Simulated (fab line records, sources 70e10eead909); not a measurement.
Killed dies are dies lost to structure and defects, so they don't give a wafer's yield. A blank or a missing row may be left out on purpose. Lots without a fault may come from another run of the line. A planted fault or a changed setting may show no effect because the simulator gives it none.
Which tool did it? | flow nand_harc | 7 lots, 21 wafers sampled, at 4 steps of a route of 1159

WHAT THE GAUGES READ, wafer by wafer
NHARC_A_CONTACT_OVL_MEAS_09.
lot  | measured     | on         | overlay_x_nm (nm)
L327 | day 17 03:13 | overlay-01 | -1.0 -0.9 -1.3
L329 | day 17 11:11 | overlay-02 | -0.9 -0.6 -1.0
L331 | day 18 08:44 | overlay-01 | 1.5 1.3 1.0
L341 | day 20 20:38 | overlay-02 | -0.2 -0.7 -0.3
L342 | day 21 14:25 | overlay-02 | -2.2 -2.4 -2.0
L348 | day 22 17:31 | overlay-01 | -0.4 -0.1 0.4
L350 | day 23 06:20 | overlay-01 | 0.0 -0.1 0.1

WHICH TOOL RAN EACH LOT (tool, then ch and the chambers of the sampled wafers, then the start)
lot  | NHARC_A_CONTACT_ETCH_132             | NHARC_A_CONTACT_DEP_85          | NHARC_A_CONTACT_SOFTBAKE_03
L327 | har_cap_etch-03 ch 0,1, day 16 23:16 | pecvd-03 ch 1,2, day 17 02:25   | litho_track-04 ch 0, day 17 02:00
L329 | har_cap_etch-02 ch 0,1, day 17 07:21 | pecvd-03 ch 0,2, day 17 10:30   | litho_track-04 ch 0, day 17 10:00
L331 | har_cap_etch-02 ch 0,1, day 18 00:42 | pecvd-03 ch 0,1, day 18 08:02   | litho_track-01 ch 0, day 18 08:00
L341 | har_cap_etch-01 ch 0,1, day 20 15:05 | pecvd-04 ch 0,1,2, day 20 19:52 | litho_track-04 ch 0, day 20 20:00
L342 | har_cap_etch-03 ch 0,1, day 21 07:49 | pecvd-01 ch 0,2, day 21 13:35   | litho_track-06 ch 0, day 21 13:00
L348 | har_cap_etch-03 ch 0,1, day 22 13:21 | pecvd-03 ch 0,1, day 22 16:44   | litho_track-04 ch 0, day 22 16:00
L350 | har_cap_etch-03 ch 0,1, day 23 02:09 | pecvd-04 ch 1,2, day 23 05:34   | litho_track-01 ch 0, day 23 05:00
- NHARC_A_CONTACT_ETCH_132: etches the open film in C4F8/O2/Ar, time 156 s, target depth 958 nm.
- NHARC_A_CONTACT_DEP_85: deposits SiON, target thk 50 nm.
- NHARC_A_CONTACT_SOFTBAKE_03: time 55 s.

THE ANSWER, worked out from the rows above alone
Rule: what is usual is taken from the lots themselves. Put in order of their means at a reading, lots are off if they are a third of the lots or fewer, leave a main group of 4 or more, and stand apart from it by a gap of 3 or more times the standard deviation of the main group's means; of several such gaps the widest counts. A main group whose means are all the same, to the digits that the tables above print for the reading, isn't used. A lot without any number at a reading at which 4 lots or more have one is off too. The other lots that the step has rows for count as sound.
No lot is off at any reading shown: from this, nothing can be told.

WHAT THE SIMULATOR HAD PUT IN
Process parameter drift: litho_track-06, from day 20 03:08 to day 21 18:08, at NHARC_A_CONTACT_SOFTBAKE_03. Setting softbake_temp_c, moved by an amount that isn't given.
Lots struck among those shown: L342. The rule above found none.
